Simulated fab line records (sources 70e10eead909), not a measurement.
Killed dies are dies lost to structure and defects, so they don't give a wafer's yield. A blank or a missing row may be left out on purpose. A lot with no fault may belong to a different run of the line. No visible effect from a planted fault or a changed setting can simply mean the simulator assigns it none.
Comparing a struck lot with a sound one / flow nand-harc / 18 out of 1159 route steps
Sound: these wafers, L128.1, L128.4, L128.5. Struck: wafers L135.2, L135.3, L135.5. Last of all comes the cause.
For every step that has rows: the tool of each side, followed by ch and its chambers, followed by its first start. Under that, the readings that differ: sound wafers / struck wafers / difference of the means / sigmas: that difference in standard deviations of wafers without a fault.
alike: words and numbers the same on both sides, and readings whose means are apart by under 2 such deviations; not compared: readings that were withheld, readings missing a value for some wafer, numbers with overlapping values and no deviation given by the record, and bounds like >300 which may hide the same value.
The two part at a step that has a row with sigmas, a row that says differs or no value, or rows on one side only. Numbers that have no deviation but don't overlap get no sigmas and don't part them. A reading that every wafer of one side lacks parts them only if that side has two wafers or more.

NHARC_P_GATE_CD_MEAS_59: the cd target is 720 nm.
  sound on cd-sem-02 ch 0, day 6 15:12; struck on cd-sem-02 ch 0, day 8 14:34
  alike: cd-nm
then, 1 step without rows for these wafers: NHARC_P_GATE_HARDBAKE_60 (time 80 s).
NHARC_P_GATE_DESCUM_61: chemistry O2, time 3 s.
  sound on rie-diel-03 ch 1,3, day 6 15:23; struck on rie-diel-12 ch 1,2, day 8 14:48
  alike: drypump-motor-current-A, o2-flow-sccm, oes-product-au, rf-vpp-V, showerhead-plenum-p-Torr, throttle-valve-pct
  not compared: rf-hours-counter-h
then, 1 step without rows for these wafers: NHARC_P_GATE_IMPLANT_62.
NHARC_P_GATE_STRIP_112: strips in N2/H2, time 200 s.
  sound on plasma-asher-02 ch 0,1, day 6 15:53; struck on plasma-asher-01 ch 1, day 8 15:12
reading=drypump-motor-current-A (A); sound=5.7 5.7 6.0; struck=6.4 6.5 6.5; difference=+0.7; sigmas=+2
  alike: heater-power-w, temp-c
  not compared: rf-hours-counter-h
NHARC_P_GATE_STRIP_76: strips in O2.
  sound on plasma-asher-02 ch 0,1, day 6 16:09; struck on plasma-asher-01 ch 1, day 8 15:26
  alike: drypump-motor-current-A, heater-power-w, temp-c
  not compared: rf-hours-counter-h
then, 6 steps without rows for these wafers: NHARC_P_GATE_STRIP_63 (strips in SPM, time 900 s); NHARC_P_GATE_DEHYDRATE_83 (time 120 s); NHARC_P_GATE_HMDS_84 (time 30 s); NHARC_P_GATE_COAT_85; NHARC_P_GATE_SOFTBAKE_86 (time 95 s); NHARC_P_GATE_EBR_87.
NHARC_P_GATE_EXPOSE_88: exposes mask P HVN, target cd 2000 nm.
  sound on krf-scanner-04 ch 0, day 6 16:58; struck on krf-scanner-03 ch 0, day 8 16:12
reading=mask; sound=P_HVN#0 P_HVN#0 P_HVN#0; struck=P_PSD#0 P_PSD#0 P_PSD#0; difference=differs; sigmas=
  alike: exposure-dose-mJ-cm2, reticle-temp-C
then, 2 steps without rows for these wafers: NHARC_P_GATE_PEB_89 (peb time 85 s); NHARC_P_GATE_DEVELOP_90 (time 70 s).
NHARC_P_GATE_CD_MEAS_91: the cd target is 2000 nm.
  sound on cd-sem-02 ch 0, day 6 17:07; struck on cd-sem-02 ch 0, day 8 16:22
reading=cd-nm (nm); sound=2000.0 2003.5 1998.3; struck=- - -; difference=no value on the struck wafers; sigmas=
then, 1 step without rows for these wafers: NHARC_P_GATE_HARDBAKE_92 (time 80 s).
-- jump in the record: it breaks off in module P_GATE and resumes in module END (first step shown: number 1159 of the route), and 13 days separate the struck wafers' starts before and after --
NHARC_END_SORT_01:
  only the struck wafers appear in the record here, on prober-02 ch 0 at day 22 04:01; the sound ones have no rows

WHERE THEY PART
Earliest at NHARC_P_GATE_STRIP_112; latest, in this record, at NHARC_END_SORT_01.

WHY: the cause the simulator had injected
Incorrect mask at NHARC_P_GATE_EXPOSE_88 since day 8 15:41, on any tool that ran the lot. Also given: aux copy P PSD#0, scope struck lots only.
